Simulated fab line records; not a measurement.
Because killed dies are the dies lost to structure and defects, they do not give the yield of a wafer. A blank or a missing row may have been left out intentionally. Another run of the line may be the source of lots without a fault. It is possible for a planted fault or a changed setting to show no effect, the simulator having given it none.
What tool caused it? ; flow nand_harc ; 36 wafers from 12 lots sampled at 4 of the route's 1159 steps

== WHAT THE GAUGES READ, wafer by wafer ==
NHARC_A_ONON_D1_THK_MEAS_05: measures by ellipsometry. Usual: thk_nm at 1001 nm, with a standard deviation of 6.2.
lot;measured;on;thk_nm (nm);flag
L949;day 7 15:23;film_metro-02;1015 1013 1016;
L948;day 7 15:23;film_metro-01;1005 1005 1005;
L954;day 9 02:25;film_metro-01;1006 1007 1006;
L956;day 9 16:48;film_metro-02;1011 1009 1013;
L955;day 9 16:50;film_metro-01;1004 1005 1004;
L957;day 9 22:40;film_metro-02;998 999 997;
L959;day 10 18:45;film_metro-02;1001 1002 1003;
L961;day 10 18:47;film_metro-01;1003 1002 999;
L962;day 11 04:31;film_metro-02;1004 1005 1004;
L964;day 11 21:10;film_metro-02;999 998 1002;
L963;day 11 21:11;film_metro-02;992 990 992;
L969;day 12 21:05;film_metro-01;991 991 992;

NHARC_A_ONON_D1_THK_MEAS_34: measures by ellipsometry. Usual: thk_nm at 201 nm, with a standard deviation of 3.2.
lot;measured;on;thk_nm (nm);flag
L949;day 8 02:55;film_metro-01;196 199 199;
L948;day 8 02:58;film_metro-01;200 205 201;
L954;day 9 14:57;film_metro-02;203 202 205;
L956;day 10 04:17;film_metro-01;196 202 201;
L955;day 10 04:18;film_metro-01;197 196 202;
L957;day 10 10:11;film_metro-02;203 202 200;
L959;day 11 07:47;film_metro-02;200 202 202;
L961;day 11 08:04;film_metro-02;198 200 202;
L962;day 11 17:32;film_metro-01;203 200 281;OFF
L964;day 12 09:08;film_metro-01;197 198 201;
L963;day 12 09:15;film_metro-01;199 207 284;OFF
L969;day 13 08:41;film_metro-02;200 202 206;

NHARC_A_CHANNEL_HOLE_D1_OVL_MEAS_11. Usual: overlay_x_nm 0.0 nm, standard deviation 0.83; overlay_y_nm -0.1 nm, standard deviation 0.77.
lot;measured;on;overlay_x_nm (nm);overlay_y_nm (nm);flag
L949;day 8 05:47;overlay-02;0.2 -0.4 0.6;0.4 0.3 0.1;
L948;day 8 06:33;overlay-02;-0.3 0.0 0.2;-0.5 -0.2 0.0;
L954;day 9 17:51;overlay-02;-0.2 0.0 -0.2;-1.2 -1.3 -0.9;
L956;day 10 07:53;overlay-02;-0.9 -0.8 -0.9;-0.5 -0.1 0.5;
L955;day 10 08:02;overlay-02;0.2 -0.2 0.5;0.2 0.1 0.1;
L957;day 10 13:14;overlay-02;-0.4 -1.1 -0.2;-1.2 -1.3 -2.1;
L959;day 11 10:32;overlay-02;0.7 1.0 0.6;0.3 0.0 0.5;
L961;day 11 11:09;overlay-01;-1.5 -1.3 -1.3;1.7 1.5 0.5;
L962;day 11 20:50;overlay-01;0.8 0.6 0.3;0.0 0.1 -0.4;
L964;day 12 12:31;overlay-02;0.0 -0.6 -0.8;-0.6 -0.7 -0.7;
L963;day 12 13:24;overlay-02;-0.7 -1.0 -0.7;0.3 -0.2 0.6;
L969;day 13 14:04;overlay-02;0.2 0.8 0.6;0.2 0.0 0.2;

== WHAT TOOL EACH LOT RAN ON (gives the tool, then ch and the chambers of the sampled wafers, and finally the start) ==
lot;NHARC_A_ONON_D1_DEP_33
L949;pecvd-02 ch 0,1,2, day 8 02:30
L948;pecvd-04 ch 0,1, day 8 02:34
L954;pecvd-02 ch 1,2, day 9 14:32
L956;pecvd-01 ch 0,2, day 10 03:55
L955;pecvd-04 ch 1,2, day 10 03:53
L957;pecvd-01 ch 0,1,2, day 10 09:46
L959;pecvd-02 ch 0,1,2, day 11 07:22
L961;pecvd-02 ch 0,1, day 11 07:38
L962;pecvd-02 ch 0,1,2, day 11 17:15
L964;pecvd-01 ch 0,1,2, day 12 08:44
L963;pecvd-02 ch 0,2, day 12 08:53
L969;pecvd-01 ch 0,1,2, day 13 08:21
- NHARC_A_ONON_D1_DEP_33: deposits SiO2, target thk 200 nm.

== WHAT THE TOOLS THEMSELVES READ (means of the sampled wafers that have a number; where no wafer has one, the mark that the record gives instead) ==
NHARC_A_ONON_D1_DEP_33. Usual: heater_power_w 559 W, standard deviation 92; mfc_precursor_sccm 161.4 sccm, standard deviation 0.5; throttle_valve_pct 16.04 %, standard deviation 0.29.
lot;tool;heater_power_w (W);mfc_precursor_sccm (sccm);throttle_valve_pct (%);flag
L949;pecvd-02;505;161.4;15.84;
L948;pecvd-04;688;161.8;16.35;
L954;pecvd-02;476;160.9;15.76;
L956;pecvd-01;526;161.4;16.05;
L955;pecvd-04;637;161.2;16.26;
L957;pecvd-01;550;161.3;16.28;
L959;pecvd-02;511;161.4;15.86;
L961;pecvd-02;470;161.0;16.03;
L962;pecvd-02;489;182.3;16.00;OFF
L964;pecvd-01;619;161.4;15.94;
L963;pecvd-02;580;182.2;16.25;OFF
L969;pecvd-01;561;161.2;15.94;

== THE ANSWER, worked out from the rows above alone ==
Rule: lot off if the mean of its wafers having a number is beyond 3 standard deviations from the usual mean. Also off: a lot with no number at a reading for which 4 or more lots have one. Any other lot the step has rows for is counted as sound. After the gauges, taken in route order, come the tools' own readings; for these a lot's mean is taken, as printed above. At the first step where some lot is off, the reading lying furthest off is the one used; lots without a number count as furthest.
Off: L962, L963 (NHARC_A_ONON_D1_THK_MEAS_34, thk_nm).
A tool fits if, at a process step before that reading, it ran every lot that is off, and no sound lot after the first of them. The gauges at NHARC_A_ONON_D1_THK_MEAS_34 aren't tried: what is off there is off at NHARC_A_ONON_D1_DEP_33 too, on other tools, and a gauge's error can't cause that. One fits: pecvd-02 at NHARC_A_ONON_D1_DEP_33. Its last sound lot is L961 (day 11 07:38), its first lot that is off L962 (day 11 17:15): a fault that began between those two fits.
The tool's own readings at NHARC_A_ONON_D1_DEP_33 bear it out: on the lots that are off they differ by more than 5 times the standard deviation of the sound lots' means. mfc_precursor_sccm reads 182.2 sccm there against 161.3 sccm on the sound lots.

== WHAT HAD BEEN PUT IN BY THE SIMULATOR ==
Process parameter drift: pecvd-02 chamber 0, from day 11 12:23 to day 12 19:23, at NHARC_A_ONON_D1_DEP_33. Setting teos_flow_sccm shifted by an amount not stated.
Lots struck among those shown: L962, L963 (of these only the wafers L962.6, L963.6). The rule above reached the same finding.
